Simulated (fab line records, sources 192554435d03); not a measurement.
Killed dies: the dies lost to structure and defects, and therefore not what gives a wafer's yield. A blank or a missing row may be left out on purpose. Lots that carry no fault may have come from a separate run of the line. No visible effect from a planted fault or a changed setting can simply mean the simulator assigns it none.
What tool caused it? -- flow n5_finfet -- 27 wafers from 9 lots sampled at 5 of the route's 1938 steps

WHAT THE GAUGES READ, wafer by wafer
N5_BEOL_M4_RC_MEAS_101. Usual: DIBL_N 36.5 mV/V, standard deviation 1.9; DIBL_P 36.7 mV/V, standard deviation 2.1; IOFF_N 0.17 nA/um, standard deviation 0.035; IOFF_P 0.22 nA/um, standard deviation 0.042; ION_N 676 uA/um, standard deviation 10; ION_P 462 uA/um, standard deviation 8.1; SS_N 71.5 mV/dec, standard deviation 0.72; SS_P 73.4 mV/dec, standard deviation 0.7; VT_N 249 mV, standard deviation 3.1; VT_P -250 mV, standard deviation 3.9.
lot,measured,on,DIBL_N (mV/V),DIBL_P (mV/V),IOFF_N (nA/um),IOFF_P (nA/um),ION_N (uA/um),ION_P (uA/um),SS_N (mV/dec),SS_P (mV/dec),VT_N (mV),VT_P (mV),flag
L573,day 10 03:57,prober-02,37.9 39.7 38.8,37.8 40.0 38.7,0.16 0.20 0.17,0.27 0.30 0.26,674 681 670,467 472 460,72.4 72.3 71.8,73.1 74.3 73.7,247 249 249,-245 -244 -246,
L574,day 10 04:58,prober-01,36.9 40.6 38.2,36.0 39.9 36.8,0.17 0.23 0.19,0.23 0.30 0.25,683 687 678,469 467 463,70.4 72.6 71.1,73.1 74.6 74.0,246 245 246,-247 -242 -246,
L576,day 10 08:01,prober-01,33.4 35.6 37.1,35.3 37.7 40.5,0.13 0.16 0.20,0.17 0.20 0.24,680 678 681,463 461 459,70.1 71.2 71.7,73.0 73.7 73.8,252 251 249,-253 -251 -250,
L575,day 10 11:35,prober-02,38.5 36.0 36.5,39.7 35.4 36.6,0.21 0.16 0.16,0.28 0.20 0.22,699 676 683,476 465 466,71.8 70.9 71.2,74.3 72.7 73.5,246 249 249,-244 -248 -249,
L577,day 10 14:26,prober-01,36.7 38.7 34.5,37.1 39.7 34.2,0.16 0.20 0.11,0.21 0.26 0.17,675 681 657,461 468 457,72.2 72.9 70.7,73.9 74.5 72.2,250 247 252,-251 -246 -253,
L579,day 11 11:32,prober-01,36.3 36.8 36.6,37.6 37.1 36.7,0.17 0.16 0.16,0.22 0.21 0.20,675 675 678,460 460 462,71.7 70.9 71.9,72.8 73.0 73.3,248 251 249,-250 -251 -254,
L581,day 11 15:23,prober-01,37.7 36.5 37.2,38.6 38.0 38.5,0.19 0.17 0.18,0.21 0.19 0.20,680 675 683,453 456 458,72.7 71.8 72.0,73.8 73.5 73.6,245 249 250,-252 -254 -252,
L590,day 14 12:44,prober-02,36.1 35.7 38.8,34.6 35.6 38.9,0.13 0.14 0.19,0.18 0.19 0.25,657 662 676,454 455 463,71.0 71.3 71.8,72.7 73.0 73.1,252 252 246,-253 -253 -247,
L591,day 15 12:26,prober-01,35.8 37.7 35.5,36.4 38.7 36.3,0.18 0.19 0.16,0.24 0.26 0.23,683 674 682,470 460 472,71.4 72.8 71.3,73.4 73.5 73.2,247 246 249,-247 -248 -247,

WHAT TOOL EACH LOT RAN ON (gives the tool, then ch and the chambers of the sampled wafers, and finally the start)
lot,N5_BEOL_M3_STRIP_19,N5_BEOL_M3_ETCH_69,N5_BEOL_M3_ALD_98,N5_BEOL_M3_STRIP_97
L573,"rie_diel-03 ch 0,1,3, day 8 18:21","rie_diel-03 ch 0,1,3, day 8 20:41","ald_sin-01 ch 0,3, day 8 20:49","rie_diel-05 ch 0,2, day 10 03:57 or earlier"
L574,"rie_diel-03 ch 1,3, day 8 19:01","rie_diel-03 ch 1,3, day 8 21:14","ald_sin-02 ch 1,2,3, day 8 21:19","rie_diel-04 ch 0,2, day 10 04:58 or earlier"
L576,"rie_diel-04 ch 1,2, day 9 07:02","rie_diel-03 ch 2,3, day 9 07:48","ald_sin-02 ch 0,1,3, day 9 07:53","rie_diel-04 ch 0,2, day 10 08:01 or earlier"
L575,"rie_diel-03 ch 1,2,3, day 9 10:13","rie_diel-03 ch 1,2, day 9 11:48","ald_sin-02 ch 1,2,3, day 9 11:53","rie_diel-03 ch 0,2,3, day 10 11:35 or earlier"
L577,"rie_diel-04 ch 0,2, day 9 17:31","rie_diel-03 ch 1,3, day 9 18:06","ald_sin-01 ch 0,2,3, day 9 18:27","rie_diel-03 ch 0,1,2, day 10 14:26 or earlier"
L579,"rie_diel-03 ch 0,1,3, day 10 07:25","rie_diel-05 ch 0,1, day 10 08:09","ald_sin-02 ch 2,3, day 10 08:14","rie_diel-04 ch 0,1,3, day 11 11:32 or earlier"
L581,"rie_diel-05 ch 2,3, day 10 14:27","rie_diel-04 ch 0,3, day 10 15:01","ald_sin-02 ch 1,2, day 10 15:05","rie_diel-03 ch 0,2,3, day 11 15:23 or earlier"
L590,"rie_diel-05 ch 0,1,3, day 12 23:49","rie_diel-03 ch 1,2, day 13 00:23","ald_sin-02 ch 1,3, day 13 00:28","rie_diel-03 ch 1,3, day 14 12:44 or earlier"
L591,"rie_diel-03 ch 0,1,3, day 14 08:28","rie_diel-03 ch 2,3, day 14 09:13","ald_sin-02 ch 0,3, day 14 09:18","rie_diel-03 ch 2,3, day 15 12:26 or earlier"
- N5_BEOL_M3_STRIP_19: strips in O2.
- N5_BEOL_M3_ETCH_69: etches SiARC in CF4, target depth 15.6 nm, time 26 s.
- N5_BEOL_M3_ALD_98: deposits SiO2, target thk 2.5 nm, pulse time 1 s, co reactant pulse time 1 s.
- N5_BEOL_M3_STRIP_97: strips in N2/H2, time 10 s.

AS READ BY THE TOOLS THEMSELVES (means over the sampled wafers that have a number; for cases with no such wafer, the mark the record gives instead)
N5_BEOL_M3_STRIP_19. Usual: drypump_motor_current_A 5.6 A, standard deviation 0.51; oes_product_au 0.80 a.u., standard deviation 0.085; rf_vpp_V 3.7 V, standard deviation 0.53; showerhead_plenum_p_Torr 2.13 Torr, standard deviation 0.08; throttle_valve_pct 16.75 %, standard deviation 0.18.
lot,tool,drypump_motor_current_A (A),oes_product_au (a.u.),rf_vpp_V (V),showerhead_plenum_p_Torr (Torr),throttle_valve_pct (%),flag
L573,rie_diel-03,5.7,0.82,3.6,2.06,16.92,
L574,rie_diel-03,6.2,0.88,3.5,2.08,16.83,
L576,rie_diel-04,5.0,0.73,3.7,2.05,16.80,
L575,rie_diel-03,6.1,0.79,3.4,2.11,16.86,
L577,rie_diel-04,5.2,0.72,3.4,2.03,16.67,
L579,rie_diel-03,5.7,0.80,3.9,2.06,16.93,
L581,rie_diel-05,5.4,0.90,4.1,2.17,16.65,
L590,rie_diel-05,5.8,0.81,3.3,2.17,16.69,
L591,rie_diel-03,5.8,0.76,3.5,2.05,16.99,

N5_BEOL_M3_ETCH_69. Usual: drypump_motor_current_A 5.6 A, standard deviation 0.54; etch_rf_on_time_s 26.0 s, standard deviation 0.46; oes_product_au 0.67 a.u., standard deviation 0.074; rf_vpp_V 184.2 V, standard deviation 1.2; showerhead_plenum_p_Torr 2.16 Torr, standard deviation 0.072; throttle_valve_pct 15.73 %, standard deviation 0.19.
lot,tool,drypump_motor_current_A (A),etch_rf_on_time_s (s),oes_product_au (a.u.),rf_vpp_V (V),showerhead_plenum_p_Torr (Torr),throttle_valve_pct (%),flag
L573,rie_diel-03,5.7,26.3,0.70,183.8,2.10,15.81,
L574,rie_diel-03,6.2,25.9,0.76,183.6,2.12,15.75,
L576,rie_diel-03,6.2,25.7,0.67,184.3,2.17,15.76,
L575,rie_diel-03,6.0,26.0,0.60,184.8,2.16,15.84,
L577,rie_diel-03,6.2,26.0,0.74,183.9,2.12,15.76,
L579,rie_diel-05,5.7,25.8,0.71,185.3,2.26,15.65,
L581,rie_diel-04,5.0,26.4,0.63,185.0,2.18,15.64,
L590,rie_diel-03,6.1,25.9,0.66,183.2,2.15,15.72,
L591,rie_diel-03,6.2,25.4,0.76,184.1,2.13,15.63,

N5_BEOL_M3_ALD_98. Usual: heater_power_outer_w 40 W, standard deviation 4.7; heater_power_w 78 W, standard deviation 7.8; precursor_pulse_height_rel 0.999, standard deviation 0.021.
lot,tool,heater_power_outer_w (W),heater_power_w (W),precursor_pulse_height_rel,flag
L573,ald_sin-01,40,76,0.986,
L574,ald_sin-02,39,74,1.006,
L576,ald_sin-02,36,73,0.996,
L575,ald_sin-02,39,75,1.006,
L577,ald_sin-01,41,80,1.011,
L579,ald_sin-02,39,77,0.997,
L581,ald_sin-02,37,73,1.015,
L590,ald_sin-02,36,70,0.992,
L591,ald_sin-02,38,75,0.977,

N5_BEOL_M3_STRIP_97. Usual: drypump_motor_current_A 5.6 A, standard deviation 0.53; oes_product_au 0.77 a.u., standard deviation 0.076; rf_vpp_V 59.1 V, standard deviation 0.87; showerhead_plenum_p_Torr 2.54 Torr, standard deviation 0.092; throttle_valve_pct 23.65 %, standard deviation 0.25.
lot,tool,drypump_motor_current_A (A),oes_product_au (a.u.),rf_vpp_V (V),showerhead_plenum_p_Torr (Torr),throttle_valve_pct (%),flag
L573,rie_diel-05,5.5,0.86,59.8,2.69,23.51,
L574,rie_diel-04,5.2,0.73,58.8,2.50,23.39,
L576,rie_diel-04,5.2,0.73,59.7,2.49,23.39,
L575,rie_diel-03,5.8,0.80,59.2,2.50,23.73,
L577,rie_diel-03,5.7,0.72,59.3,2.52,23.80,
L579,rie_diel-04,5.1,0.74,59.0,2.60,23.80,
L581,rie_diel-03,5.8,0.89,58.6,2.50,23.53,
L590,rie_diel-03,6.2,0.82,59.5,2.48,23.71,
L591,rie_diel-03,6.3,0.88,59.2,2.50,23.48,

THE ANSWER, worked out from the rows above alone
Rule: a lot counts as off when the mean over its wafers that have a number is more than 3 standard deviations away from the usual mean. A lot without any number at a reading at which 4 lots or more have one is off too. The other lots that the step has rows for count as sound. After the gauges, taken in route order, come the tools' own readings; for these a lot's mean is taken, as printed above. The first step at which some lot is off is used, and at that step the reading that is off furthest; a lot without a number counts as furthest.
None of the lots is off at any reading shown; this tells nothing.

WHAT WAS PUT IN BY THE SIMULATOR
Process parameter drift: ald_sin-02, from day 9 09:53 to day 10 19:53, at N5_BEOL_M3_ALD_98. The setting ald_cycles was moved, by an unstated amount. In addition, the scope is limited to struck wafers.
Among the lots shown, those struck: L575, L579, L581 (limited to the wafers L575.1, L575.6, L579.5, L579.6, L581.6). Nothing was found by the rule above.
